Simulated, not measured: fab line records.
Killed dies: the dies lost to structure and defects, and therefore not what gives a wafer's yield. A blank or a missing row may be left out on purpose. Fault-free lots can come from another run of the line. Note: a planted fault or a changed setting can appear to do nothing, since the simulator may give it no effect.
A struck lot beside a sound one || flow nand-harc || 25 steps out of a route of 1302
Sound: these wafers, L974.2, L974.3, L974.5. The struck wafers were L991.1, L991.3, L991.4. The cause comes at the end.
At each step with rows: each side's tool, then ch and its chambers, then its first start. Under that, the readings that differ: sound wafers || struck wafers || difference of the means || sigmas: that difference in standard deviations of wafers without a fault.
alike: a reading whose means differ by less than 2 such deviations, as well as words and numbers matching on both sides. not compared: withheld readings; readings where some wafer has no value; bounds like >300 that might hide an equal value; numbers whose values overlap and for which the record gives no deviation.
A row with sigmas, a row that says differs or no value, or rows on one side alone: a step with any of these is where the two part. Non-overlapping numbers with no deviation appear without sigmas and do not part them. Lack of a reading on every wafer of one side parts them only where that side has two or more wafers.

NHARC_P_CONTACT_DEP_00: deposits SiO2, target thk 500 nm.
  sound: pecvd-04 ch 0,2; struck: pecvd-04 ch 0,1,2
  alike: heater-power-w, showerhead-vpp-V, throttle-valve-pct
NHARC_P_CONTACT_CMP_01: polishes SiO2, target thk 200 nm.
  sound on cmp-04 ch 1,2, day 6 12:49; struck on cmp-03 ch 1,2,3, day 13 06:15
  alike: edge-zone-pressure-frac, motor-current-A
then, 9 steps without rows for these wafers: NHARC_P_CONTACT_SRD_03; NHARC_P_CONTACT_DEHYDRATE_04 (time 120 s); NHARC_P_CONTACT_HMDS_05 (time 30 s); NHARC_P_CONTACT_COAT_33 (time 75 s); NHARC_P_CONTACT_COAT_34 (time 65 s); NHARC_P_CONTACT_COAT_06 (resist thk 90 nm); NHARC_P_CONTACT_SOFTBAKE_07 (time 55 s); NHARC_P_CONTACT_EBR_08; NHARC_P_CONTACT_EXPOSE_09 (exposes mask P CA, target cd 90 nm).
NHARC_P_CONTACT_PEB_10: peb time 65 s.
  sound on litho-track-04 ch 0, day 6 13:34; struck on litho-track-01 ch 0, day 13 06:52
{"reading": "heater-power-total-W (W)", "sound": "156.1 156.7 157.1", "struck": "153.6 153.3 153.2", "difference": -3.3, "sigmas": -8}
{"reading": "plate-temp-C (C)", "sound": "99.89 99.78 99.90", "struck": "98.29 98.38 98.49", "difference": -1.47, "sigmas": -11}
  alike: exhaust-pa
then, 1 step without rows for these wafers: NHARC_P_CONTACT_DEVELOP_11 (develop time 35 s).
NHARC_P_CONTACT_CD_MEAS_12: target cd 90 nm.
  sound on cd-sem-03 ch 0, day 6 13:39; struck on cd-sem-02 ch 0, day 13 06:57
{"reading": "cd-nm (nm)", "sound": "92.0 90.9 91.0", "struck": "82.9 83.4 83.7", "difference": -8.0, "sigmas": -11}
NHARC_P_CONTACT_OVL_MEAS_13:
  sound on overlay-01 at day 6 13:44; struck on overlay-02 at day 13 07:02
{"reading": "overlay-x-nm (nm)", "sound": "1.7 1.5 1.3", "struck": "-0.1 0.0 -0.2", "difference": -1.6, "sigmas": -2}
  alike: overlay-y-nm
NHARC_P_CONTACT_INSPECT_14:
  sound on defect-inspect-02 at day 6 13:46; struck on defect-inspect-01 at day 13 07:05
  alike: raw-defect-count
NHARC_P_CONTACT_DESCUM_17: chemistry O2, time 3 s.
  sound on rie-diel-08 ch 2,3, day 6 13:50; struck on rie-diel-05 ch 0,2,3, day 13 07:09
{"reading": "model.P_CONTACT.cd-nm (nm)", "sound": "91.64 91.32 90.45", "struck": "82.96 84.1 83.51", "difference": -7.61, "sigmas": ""}
  alike: chamber-pressure-mTorr, drypump-motor-current-A, oes-product-au, rf-vpp-V, showerhead-plenum-p-Torr, throttle-valve-pct
  not compared: rf-hours-counter-h
NHARC_P_CONTACT_ETCH_35: etches the open film in CF4, target depth 39 nm, time 65 s.
  sound on rie-diel-08 ch 0,3, day 6 13:55; struck on rie-diel-05 ch 0,1,3, day 13 07:14
  alike: chamber-pressure-mTorr, drypump-motor-current-A, oes-product-au, rf-vpp-V, showerhead-plenum-p-Torr, throttle-valve-pct
  not compared: rf-hours-counter-h
NHARC_P_CONTACT_ETCH_36: etches the open film in N2/H2, target depth 260 nm, time 406.25 s.
  sound: rie-diel-08 ch 1,2,3; struck: rie-diel-05 ch 1,2,3
  alike: chamber-pressure-mTorr, drypump-motor-current-A, oes-product-au, rf-vpp-V, showerhead-plenum-p-Torr, throttle-valve-pct
  not compared: rf-hours-counter-h
NHARC_P_CONTACT_ETCH_18: etches the open film in C4F8/O2/Ar, target depth 481 nm, time 240.5 s.
  sound: rie-diel-08 ch 1,3; struck: rie-diel-05 ch 0,1,2
  alike: chamber-pressure-mTorr, oes-product-au, rf-vpp-V
  not compared: rf-hours-counter-h
then, 1 step without rows for these wafers: NHARC_P_CONTACT_STRIP_37 (strips in C4F8/O2/Ar).
NHARC_P_CONTACT_ETCH_31: etches the open film in CH3F/O2, target depth 30 nm, time 85.7 s.
  sound: rie-diel-08 ch 1,2; struck: rie-diel-05 ch 0,2,3
{"reading": "model.P_CONTACT.cd-nm (nm)", "sound": "87.57 90.01 87.81", "struck": "80.22 81.49 82.16", "difference": -7.17, "sigmas": ""}
  alike: chamber-pressure-mTorr, drypump-motor-current-A, oes-product-au, rf-vpp-V, showerhead-plenum-p-Torr, throttle-valve-pct
  not compared: rf-hours-counter-h
NHARC_P_CONTACT_CD_MEAS_19:
  sound on cd-sem-03 at day 6 14:43; struck on cd-sem-01 at day 13 08:01
{"reading": "cd-nm (nm)", "sound": "87.7 89.9 88.0", "struck": "80.4 81.6 82.1", "difference": -7.2, "sigmas": -4}
then, 1 step without rows for these wafers: NHARC_P_CONTACT_STRIP_28 (strips in O2).
-- jump in the record: it breaks off in module P_CONTACT and resumes in module END (first step shown: number 1302 of the route), and 19 days separate the struck wafers' starts before and after --
NHARC_END_SORT_01:
  sound on prober-02 ch 0, day 25 13:20; struck on prober-01 ch 0, day 31 20:38
  alike: killed-at-array, killed-at-other, killed-at-periphery, killed-dies, killed-open, killed-short

## WHERE THEY PART
First at NHARC_P_CONTACT_PEB_10; last, within this record, at NHARC_P_CONTACT_CD_MEAS_19. Later steps at which nothing parts them and some readings are alike: NHARC_END_SORT_01.

WHY: whatever the simulator had introduced
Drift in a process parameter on litho-track-01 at NHARC_P_CONTACT_PEB_10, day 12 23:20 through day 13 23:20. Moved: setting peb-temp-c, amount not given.
